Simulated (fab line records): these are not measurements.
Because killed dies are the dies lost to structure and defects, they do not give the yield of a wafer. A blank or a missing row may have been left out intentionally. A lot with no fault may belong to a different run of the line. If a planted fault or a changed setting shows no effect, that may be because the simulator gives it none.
fab line records :: flow nand_harc
record
  lots=7
  wafers=21
  last_day=24
route steps=1159 shown P_GATE@187
lots that met no fault: taken from a fault-free run of the same line
start_h: start of the lot's first displayed wafer, in hours after the record's first day :: wait_h: hours from the lot's prior step to this one :: " same as the row above :: L1.1+2: one row covering several wafers at once :: - either no value or no given start :: * or withheld: withheld :: < > ~ a bound
route shown NAME@n: names a module that has steps shown in the file, with the first one's number in the route :: usual: the fault-free wafers' mean and standard deviation :: same: alike in all rows :: chamber/n: place in a boat :: sites: per-site readings :: _std_site: how widely they spread, as a standard deviation :: _edge_site: outer sites' mean less inner sites' :: radius_mm: how far each site lies from the wafer's centre :: mask NAME#n: copy n :: behind: the most recent tool/chamber to have shaped the wafer :: hold: reason for holding the lot/hours on hold/outcome of the hold :: device: the transistor (n, p or np) that didn't switch :: end of line: the tests these same wafers got at the end of their route :: a step without rows: its recipe alone :: killed: dies that structure and defects cost at the first sort, which is not the same as the wafer's yield :: map: a wafer's dies, marking killed ones x, the rest . and places with no die _
set.NAME: the setting the step ran with; set.NAME@STEP: the setting that earlier step ran with :: model.NAME: the simulator's own value behind a step, which no gauge read
a table for each step, a row for each wafer; lots at some steps of the route
services: the hour from which a tool's chamber was out of use, counted from the record's first day as start_h (under 0 if before that day), plus the number of hours and why
## steps
# step NHARC_P_GATE_DESCUM_61
# recipe
  time_s=3
  o2_flow_sccm=200
  ar_flow_sccm=0
  bias_power_w=0
  chemistry=O2
# usual
  drypump_motor_current_A=5.7/0.31
  oes_product_au=0.997/0.014
  rf_vpp_V=57.7/0.88
  showerhead_plenum_p_Torr=1.90/0.076
  throttle_valve_pct=11.311/0.0085
lot.wafer: L122.3
tool: rie_diel-12
chamber: 2
start_h: 102.46
wait_h: -
drypump_motor_current_A: 5.7
oes_product_au: 0.991
rf_hours_counter_h: 14
rf_vpp_V: 58.3
showerhead_plenum_p_Torr: 1.88
throttle_valve_pct: 11.308

lot.wafer: L122.1
tool: rie_diel-12
chamber: 0
start_h: 102.46
wait_h: -
drypump_motor_current_A: 5.3
oes_product_au: 0.988
rf_hours_counter_h: 13
rf_vpp_V: 59.6
showerhead_plenum_p_Torr: 1.99
throttle_valve_pct: 11.300

lot.wafer: L122.6
tool: rie_diel-12
chamber: 3
start_h: 102.46
wait_h: -
drypump_motor_current_A: 6.0
oes_product_au: 0.990
rf_hours_counter_h: -
rf_vpp_V: 57.8
showerhead_plenum_p_Torr: 1.96
throttle_valve_pct: 11.315

lot.wafer: L135.2
tool: rie_diel-12
chamber: 0
start_h: 182.79
wait_h: -
drypump_motor_current_A: 5.3
oes_product_au: 1.016
rf_hours_counter_h: 27
rf_vpp_V: 58.6
showerhead_plenum_p_Torr: 1.99
throttle_valve_pct: 11.313

lot.wafer: L135.1
tool: rie_diel-12
chamber: 3
start_h: 182.79
wait_h: -
drypump_motor_current_A: 6.0
oes_product_au: 0.994
rf_hours_counter_h: 24
rf_vpp_V: 57.5
showerhead_plenum_p_Torr: 1.96
throttle_valve_pct: 11.298

lot.wafer: L135.6
tool: rie_diel-12
chamber: 1
start_h: 182.79
wait_h: -
drypump_motor_current_A: 5.5
oes_product_au: 0.969
rf_hours_counter_h: -
rf_vpp_V: 57.6
showerhead_plenum_p_Torr: 1.82
throttle_valve_pct: 11.304

lot.wafer: L138.1
tool: rie_diel-12
chamber: 2
start_h: 198.29
wait_h: -
drypump_motor_current_A: 5.7
oes_product_au: 1.006
rf_hours_counter_h: 31
rf_vpp_V: 58.4
showerhead_plenum_p_Torr: 1.87
throttle_valve_pct: 11.309

lot.wafer: L138.5
tool: rie_diel-12
chamber: 3
start_h: 198.29
wait_h: -
drypump_motor_current_A: 6.0
oes_product_au: 1.003
rf_hours_counter_h: -
rf_vpp_V: 58.3
showerhead_plenum_p_Torr: 1.96
throttle_valve_pct: 11.309

lot.wafer: L138.6
tool: rie_diel-12
chamber: 0
start_h: 198.29
wait_h: -
drypump_motor_current_A: 5.3
oes_product_au: 1.002
rf_hours_counter_h: -
rf_vpp_V: 58.6
showerhead_plenum_p_Torr: 1.99
throttle_valve_pct: 11.315

lot.wafer: L139.3
tool: rie_diel-10
chamber: 1
start_h: 205.15
wait_h: -
drypump_motor_current_A: 6.3
oes_product_au: 1.001
rf_hours_counter_h: 10
rf_vpp_V: 56.8
showerhead_plenum_p_Torr: 1.77
throttle_valve_pct: 11.305

lot.wafer: L139.5
tool: rie_diel-10
chamber: 3
start_h: 205.15
wait_h: -
drypump_motor_current_A: 6.0
oes_product_au: 0.998
rf_hours_counter_h: -
rf_vpp_V: 58.5
showerhead_plenum_p_Torr: 1.98
throttle_valve_pct: 11.320

lot.wafer: L139.4
tool: rie_diel-10
chamber: 1
start_h: 205.15
wait_h: -
drypump_motor_current_A: 6.3
oes_product_au: 0.996
rf_hours_counter_h: -
rf_vpp_V: 57.3
showerhead_plenum_p_Torr: 1.77
throttle_valve_pct: 11.299

lot.wafer: L140.2
tool: rie_diel-10
chamber: 3
start_h: 205.98
wait_h: -
drypump_motor_current_A: 6.0
oes_product_au: 0.991
rf_hours_counter_h: 11
rf_vpp_V: 57.1
showerhead_plenum_p_Torr: 1.98
throttle_valve_pct: 11.314

lot.wafer: L140.6
tool: rie_diel-10
chamber: 2
start_h: 205.98
wait_h: -
drypump_motor_current_A: 5.6
oes_product_au: 0.983
rf_hours_counter_h: -
rf_vpp_V: 57.3
showerhead_plenum_p_Torr: 1.86
throttle_valve_pct: 11.327

lot.wafer: L140.4
tool: rie_diel-10
chamber: 3
start_h: 205.98
wait_h: -
drypump_motor_current_A: 6.0
oes_product_au: 0.999
rf_hours_counter_h: -
rf_vpp_V: 58.6
showerhead_plenum_p_Torr: 1.98
throttle_valve_pct: 11.318

lot.wafer: L141.2
tool: rie_diel-12
chamber: 0
start_h: 213.19
wait_h: -
drypump_motor_current_A: 5.3
oes_product_au: 0.997
rf_hours_counter_h: 0
rf_vpp_V: 57.4
showerhead_plenum_p_Torr: 1.99
throttle_valve_pct: 11.321

lot.wafer: L141.1
tool: rie_diel-12
chamber: 1
start_h: 213.19
wait_h: -
drypump_motor_current_A: 5.5
oes_product_au: 0.984
rf_hours_counter_h: 0
rf_vpp_V: 58.3
showerhead_plenum_p_Torr: 1.82
throttle_valve_pct: 11.308

lot.wafer: L141.4
tool: rie_diel-12
chamber: 0
start_h: 213.19
wait_h: -
drypump_motor_current_A: 5.3
oes_product_au: 1.001
rf_hours_counter_h: -
rf_vpp_V: 57.5
showerhead_plenum_p_Torr: 1.99
throttle_valve_pct: 11.318

lot.wafer: L144.2
tool: rie_diel-12
chamber: 3
start_h: 233.62
wait_h: -
drypump_motor_current_A: 6.0
oes_product_au: 1.018
rf_hours_counter_h: 1
rf_vpp_V: 57.5
showerhead_plenum_p_Torr: 1.96
throttle_valve_pct: 11.302

lot.wafer: L144.5
tool: rie_diel-12
chamber: 0
start_h: 233.62
wait_h: -
drypump_motor_current_A: 5.3
oes_product_au: 1.003
rf_hours_counter_h: -
rf_vpp_V: 57.6
showerhead_plenum_p_Torr: 1.98
throttle_valve_pct: 11.318

lot.wafer: L144.6
tool: rie_diel-12
chamber: 1
start_h: 233.62
wait_h: -
drypump_motor_current_A: 5.5
oes_product_au: 0.976
rf_hours_counter_h: -
rf_vpp_V: 57.2
showerhead_plenum_p_Torr: 1.82
throttle_valve_pct: 11.313
# step NHARC_P_GATE_IMPLANT_62
# recipe
  energy_kev=20
  dose_cm2=3e+15
  tilt_deg=7
# step NHARC_P_GATE_STRIP_112
# recipe
  power_w=1500
  temp_c=110
  time_s=200
  chemistry=N2/H2
# usual
  drypump_motor_current_A=5.7/0.33
  heater_power_w=89/7.2
lot.wafer: L122.1
tool: plasma_asher-02
chamber: 1
start_h: 102.83
wait_h: 0.2
drypump_motor_current_A: 6.1
heater_power_w: 82
rf_hours_counter_h: 27

lot.wafer: L122.3
tool: plasma_asher-02
chamber: 0
start_h: 102.83
wait_h: 0.2
drypump_motor_current_A: 5.3
heater_power_w: 98
rf_hours_counter_h: -

lot.wafer: L122.6
tool: plasma_asher-02
chamber: 1
start_h: 102.83
wait_h: 0.2
drypump_motor_current_A: 6.1
heater_power_w: 84
rf_hours_counter_h: -

lot.wafer: L135.2
tool: plasma_asher-01
chamber: 0
start_h: 183.16
wait_h: 0.2
drypump_motor_current_A: 5.5
heater_power_w: 80
rf_hours_counter_h: 25

lot.wafer: L135.1
tool: plasma_asher-01
chamber: 1
start_h: 183.16
wait_h: 0.2
drypump_motor_current_A: 5.7
heater_power_w: 95
rf_hours_counter_h: 25

lot.wafer: L135.6
tool: plasma_asher-01
chamber: 0
start_h: 183.16
wait_h: 0.2
drypump_motor_current_A: 5.5
heater_power_w: 79
rf_hours_counter_h: -

lot.wafer: L138.1
tool: plasma_asher-01
chamber: 1
start_h: 198.66
wait_h: 0.2
drypump_motor_current_A: 5.7
heater_power_w: 97
rf_hours_counter_h: 34

lot.wafer: L138.6
tool: plasma_asher-01
chamber: 0
start_h: 198.66
wait_h: 0.2
drypump_motor_current_A: 5.5
heater_power_w: 79
rf_hours_counter_h: -

lot.wafer: L138.5
tool: plasma_asher-01
chamber: 1
start_h: 198.66
wait_h: 0.2
drypump_motor_current_A: 5.7
heater_power_w: 95
rf_hours_counter_h: -

lot.wafer: L139.3
tool: plasma_asher-01
chamber: 1
start_h: 205.60
wait_h: 0.2
drypump_motor_current_A: 5.7
heater_power_w: 97
rf_hours_counter_h: -

lot.wafer: L139.4
tool: plasma_asher-01
chamber: 0
start_h: 205.60
wait_h: 0.2
drypump_motor_current_A: 5.5
heater_power_w: 78
rf_hours_counter_h: -

lot.wafer: L139.5
tool: plasma_asher-01
chamber: 0
start_h: 205.60
wait_h: 0.2
drypump_motor_current_A: 5.5
heater_power_w: 80
rf_hours_counter_h: -

lot.wafer: L140.2
tool: plasma_asher-02
chamber: 1
start_h: 206.35
wait_h: 0.2
drypump_motor_current_A: 6.1
heater_power_w: 83
rf_hours_counter_h: 4

lot.wafer: L140.4
tool: plasma_asher-02
chamber: 0
start_h: 206.35
wait_h: 0.2
drypump_motor_current_A: 5.3
heater_power_w: 93
rf_hours_counter_h: -

lot.wafer: L140.6
tool: plasma_asher-02
chamber: 0
start_h: 206.35
wait_h: 0.2
drypump_motor_current_A: 5.3
heater_power_w: 91
rf_hours_counter_h: -

lot.wafer: L141.1
tool: plasma_asher-02
chamber: 0
start_h: 213.60
wait_h: 0.2
drypump_motor_current_A: 5.3
heater_power_w: 89
rf_hours_counter_h: 7

lot.wafer: L141.2
tool: plasma_asher-02
chamber: 1
start_h: 213.60
wait_h: 0.2
drypump_motor_current_A: 6.1
heater_power_w: 84
rf_hours_counter_h: 7

lot.wafer: L141.4
tool: plasma_asher-02
chamber: 0
start_h: 213.60
wait_h: 0.2
drypump_motor_current_A: 5.3
heater_power_w: 91
rf_hours_counter_h: -

lot.wafer: L144.2
tool: plasma_asher-02
chamber: 1
start_h: 234.00
wait_h: 0.2
drypump_motor_current_A: 6.1
heater_power_w: 84
rf_hours_counter_h: 15

lot.wafer: L144.5
tool: plasma_asher-02
chamber: 0
start_h: 234.00
wait_h: 0.2
drypump_motor_current_A: 5.3
heater_power_w: 92
rf_hours_counter_h: -

lot.wafer: L144.6
tool: plasma_asher-02
chamber: 1
start_h: 234.00
wait_h: 0.2
drypump_motor_current_A: 6.1
heater_power_w: 83
rf_hours_counter_h: -
# step NHARC_P_GATE_STRIP_76
# recipe
  power_w=1500
  temp_c=250
  chemistry=O2
# usual
  drypump_motor_current_A=5.7/0.34
  heater_power_w=331/26
lot.wafer: L122.1
tool: plasma_asher-02
chamber: 1
start_h: 103.10
wait_h: 0.2
drypump_motor_current_A: 6.1
heater_power_w: 311
rf_hours_counter_h: 28

lot.wafer: L122.3
tool: plasma_asher-02
chamber: 0
start_h: 103.10
wait_h: 0.2
drypump_motor_current_A: 5.3
heater_power_w: 372
rf_hours_counter_h: -

lot.wafer: L122.6
tool: plasma_asher-02
chamber: 1
start_h: 103.10
wait_h: 0.2
drypump_motor_current_A: 6.1
heater_power_w: 306
rf_hours_counter_h: -

lot.wafer: L135.2
tool: plasma_asher-01
chamber: 0
start_h: 183.42
wait_h: 0.2
drypump_motor_current_A: 5.5
heater_power_w: 300
rf_hours_counter_h: 26

lot.wafer: L135.1
tool: plasma_asher-01
chamber: 1
start_h: 183.42
wait_h: 0.2
drypump_motor_current_A: 5.7
heater_power_w: 354
rf_hours_counter_h: 26

lot.wafer: L135.6
tool: plasma_asher-01
chamber: 0
start_h: 183.42
wait_h: 0.2
drypump_motor_current_A: 5.6
heater_power_w: 293
rf_hours_counter_h: -

lot.wafer: L138.1
tool: plasma_asher-01
chamber: 1
start_h: 198.89
wait_h: 0.2
drypump_motor_current_A: 5.7
heater_power_w: 352
rf_hours_counter_h: 34

lot.wafer: L138.6
tool: plasma_asher-01
chamber: 0
start_h: 198.89
wait_h: 0.2
drypump_motor_current_A: 5.5
heater_power_w: 295
rf_hours_counter_h: -

lot.wafer: L138.5
tool: plasma_asher-01
chamber: 1
start_h: 198.89
wait_h: 0.2
drypump_motor_current_A: 5.7
heater_power_w: 351
rf_hours_counter_h: -

lot.wafer: L139.3
tool: plasma_asher-01
chamber: 1
start_h: 205.80
wait_h: 0.2
drypump_motor_current_A: 5.7
heater_power_w: 353
rf_hours_counter_h: -

lot.wafer: L139.4
tool: plasma_asher-01
chamber: 0
start_h: 205.80
wait_h: 0.2
drypump_motor_current_A: 5.5
heater_power_w: 291
rf_hours_counter_h: -

lot.wafer: L139.5
tool: plasma_asher-01
chamber: 0
start_h: 205.80
wait_h: 0.2
drypump_motor_current_A: 5.5
heater_power_w: 299
rf_hours_counter_h: -

lot.wafer: L140.2
tool: plasma_asher-02
chamber: 1
start_h: 206.62
wait_h: 0.2
drypump_motor_current_A: 6.1
heater_power_w: 308
rf_hours_counter_h: 5

lot.wafer: L140.4
tool: plasma_asher-02
chamber: 0
start_h: 206.62
wait_h: 0.2
drypump_motor_current_A: 5.3
heater_power_w: 343
rf_hours_counter_h: -

lot.wafer: L140.6
tool: plasma_asher-02
chamber: 0
start_h: 206.62
wait_h: 0.2
drypump_motor_current_A: 5.3
heater_power_w: 341
rf_hours_counter_h: -

lot.wafer: L141.1
tool: plasma_asher-02
chamber: 0
start_h: 213.86
wait_h: 0.2
drypump_motor_current_A: 5.3
heater_power_w: 336
rf_hours_counter_h: 7

lot.wafer: L141.2
tool: plasma_asher-02
chamber: 1
start_h: 213.86
wait_h: 0.2
drypump_motor_current_A: 6.1
heater_power_w: 308
rf_hours_counter_h: 7

lot.wafer: L141.4
tool: plasma_asher-02
chamber: 0
start_h: 213.86
wait_h: 0.2
drypump_motor_current_A: 5.3
heater_power_w: 336
rf_hours_counter_h: -

lot.wafer: L144.2
tool: plasma_asher-02
chamber: 1
start_h: 234.22
wait_h: 0.2
drypump_motor_current_A: 6.1
heater_power_w: 310
rf_hours_counter_h: 15

lot.wafer: L144.5
tool: plasma_asher-02
chamber: 0
start_h: 234.22
wait_h: 0.2
drypump_motor_current_A: 5.3
heater_power_w: 344
rf_hours_counter_h: -

lot.wafer: L144.6
tool: plasma_asher-02
chamber: 1
start_h: 234.22
wait_h: 0.2
drypump_motor_current_A: 6.1
heater_power_w: 315
rf_hours_counter_h: -
# step NHARC_P_GATE_STRIP_63
# recipe
  time_s=900
  temp_c=130
  chemistry=SPM
# step NHARC_P_GATE_DEHYDRATE_83
# recipe
  temp_c=150
  time_s=120
# step NHARC_P_GATE_HMDS_84
# recipe
  time_s=30
# step NHARC_P_GATE_COAT_85
# recipe
  spin_rpm=3000
# step NHARC_P_GATE_SOFTBAKE_86
# recipe
  temp_c=122
  time_s=95
# step NHARC_P_GATE_EBR_87
# step NHARC_P_GATE_EXPOSE_88
# recipe
  na=0.6
  target_cd_nm=2000
  dose_mj=11.87
  mask_id=P_HVN
# step NHARC_P_GATE_PEB_89
# recipe
  peb_temp_c=118
  peb_time_s=85
# step NHARC_P_GATE_DEVELOP_90
# recipe
  time_s=70
# usual
  chill_plate_temp_C=23.01/0.12
  exhaust_pa=44.8/0.84
lot.wafer: L122.1
tool: litho_track-05
chamber: 0
start_h: 103
wait_h: -
chill_plate_temp_C: 22.90
exhaust_pa: 45.0

lot.wafer: L122.3
tool: litho_track-05
chamber: 0
start_h: 103
wait_h: -
chill_plate_temp_C: 22.97
exhaust_pa: 44.2

lot.wafer: L122.6
tool: litho_track-05
chamber: 0
start_h: 103
wait_h: -
chill_plate_temp_C: 23.07
exhaust_pa: 46.0

lot.wafer: L135.1
tool: litho_track-05
chamber: 0
start_h: 184
wait_h: -
chill_plate_temp_C: 23.06
exhaust_pa: 43.1

lot.wafer: L135.2
tool: litho_track-05
chamber: 0
start_h: 184
wait_h: -
chill_plate_temp_C: 22.99
exhaust_pa: 44.7

lot.wafer: L135.6
tool: litho_track-05
chamber: 0
start_h: 184
wait_h: -
chill_plate_temp_C: 22.95
exhaust_pa: 45.3

lot.wafer: L138.1
tool: litho_track-02
chamber: 0
start_h: 199
wait_h: -
chill_plate_temp_C: 23.23
exhaust_pa: 45.5

lot.wafer: L138.5
tool: litho_track-02
chamber: 0
start_h: 199
wait_h: -
chill_plate_temp_C: 22.91
exhaust_pa: 44.9

lot.wafer: L138.6
tool: litho_track-02
chamber: 0
start_h: 199
wait_h: -
chill_plate_temp_C: 23.08
exhaust_pa: 44.6

lot.wafer: L139.3
tool: litho_track-02
chamber: -
start_h: 206
wait_h: -
chill_plate_temp_C: -
exhaust_pa: -

lot.wafer: L139.4
tool: litho_track-02
chamber: -
start_h: 206
wait_h: -
chill_plate_temp_C: -
exhaust_pa: -

lot.wafer: L139.5
tool: litho_track-02
chamber: -
start_h: 206
wait_h: -
chill_plate_temp_C: -
exhaust_pa: -

lot.wafer: L140.2
tool: litho_track-02
chamber: -
start_h: 207
wait_h: -
chill_plate_temp_C: -
exhaust_pa: -

lot.wafer: L140.4
tool: litho_track-02
chamber: -
start_h: 207
wait_h: -
chill_plate_temp_C: -
exhaust_pa: -

lot.wafer: L140.6
tool: litho_track-02
chamber: -
start_h: 207
wait_h: -
chill_plate_temp_C: -
exhaust_pa: -

lot.wafer: L141.1
tool: litho_track-02
chamber: -
start_h: 214
wait_h: -
chill_plate_temp_C: -
exhaust_pa: -

lot.wafer: L141.2
tool: litho_track-02
chamber: -
start_h: 214
wait_h: -
chill_plate_temp_C: -
exhaust_pa: -

lot.wafer: L141.4
tool: litho_track-02
chamber: -
start_h: 214
wait_h: -
chill_plate_temp_C: -
exhaust_pa: -

lot.wafer: L144.2
tool: litho_track-05
chamber: 0
start_h: 235
wait_h: -
chill_plate_temp_C: 22.99
exhaust_pa: 44.7

lot.wafer: L144.5
tool: litho_track-05
chamber: 0
start_h: 235
wait_h: -
chill_plate_temp_C: 22.94
exhaust_pa: 45.7

lot.wafer: L144.6
tool: litho_track-05
chamber: 0
start_h: 235
wait_h: -
chill_plate_temp_C: 22.92
exhaust_pa: 44.3
## services
tool: plasma_asher-02
chamber: -
start_h: 81.57
hours: 1.3
kind: repair

tool: rie_diel-12
chamber: 0
start_h: 83.40
hours: -
kind: clean

tool: rie_diel-12
chamber: 1
start_h: 83.40
hours: -
kind: clean

tool: plasma_asher-01
chamber: -
start_h: 99.00
hours: 9.0
kind: pm

tool: plasma_asher-01
chamber: 0
start_h: 99.00
hours: 9.0
kind: vent_cycle

tool: plasma_asher-01
chamber: 1
start_h: 99.00
hours: 9.0
kind: vent_cycle

tool: plasma_asher-01
chamber: 0
start_h: 108.00
hours: -
kind: clean

tool: plasma_asher-01
chamber: 1
start_h: 108.00
hours: -
kind: clean

tool: plasma_asher-02
chamber: -
start_h: 110.17
hours: 1.5
kind: repair

tool: rie_diel-12
chamber: 3
start_h: 111.95
hours: 6.8
kind: repair

tool: plasma_asher-02
chamber: -
start_h: 114.12
hours: 1.7
kind: repair

tool: rie_diel-10
chamber: 2
start_h: 133.21
hours: 3.4
kind: repair

tool: rie_diel-10
chamber: 1
start_h: 135.60
hours: 11.1
kind: repair

tool: litho_track-02
chamber: -
start_h: 165.00
hours: 7.0
kind: pm

tool: rie_diel-12
chamber: 3
start_h: 170.63
hours: 10.5
kind: repair

tool: rie_diel-10
chamber: -
start_h: 176.50
hours: 9.0
kind: pm

tool: plasma_asher-02
chamber: -
start_h: 183.00
hours: 9.0
kind: pm

tool: plasma_asher-02
chamber: 0
start_h: 183.00
hours: 9.0
kind: vent_cycle

tool: plasma_asher-02
chamber: 1
start_h: 183.00
hours: 9.0
kind: vent_cycle

tool: plasma_asher-02
chamber: 0
start_h: 192.00
hours: -
kind: clean

tool: plasma_asher-02
chamber: 1
start_h: 192.00
hours: -
kind: clean

tool: rie_diel-12
chamber: 3
start_h: 202.17
hours: 20.3
kind: repair

tool: rie_diel-12
chamber: -
start_h: 202.40
hours: 9.0
kind: pm

tool: rie_diel-10
chamber: 2
start_h: 206.85
hours: 1.4
kind: repair
## key
first_sign
  step=NHARC_P_GATE_DEVELOP_90
  reading=tool_record
  direction=missing
effect none on later readings
met_at NHARC_P_GATE_DEVELOP_90
struck_wafers L139.3,L139.4,L139.5,L140.2,L140.4,L140.6,L141.1,L141.2,L141.4
later_rows_left_out L139.3,L139.4,L139.5,L140.2,L140.4,L140.6,L141.1,L141.2,L141.4
sort_left_out L139.3,L139.4,L139.5,L140.2,L140.4,L140.6,L141.1,L141.2,L141.4
tester_left_out L139,L140,L141
onset_between 199 206
fault
  kind=skipped_step_whole
  tool=litho_track-02
  chamber=-
  onset_h=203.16
  steps=NHARC_P_GATE_DEVELOP_90
  scope=struck_lots_only
# tester_left_out: of these lots the tester's yield and bins aren't shown, on N5 and GAA mostly nor the transistor test; their killed dies are dies lost to structure and defects alone, not to doping, threshold or leakage, so they don't give the yield
# sort_left_out: the simulated sort isn't trusted on such a fault, so these wafers' sort isn't shown, and their yield isn't known
# later_rows_left_out: the simulator's readings of these wafers behind a module that went badly wrong aren't trusted and aren't shown, but for the sort
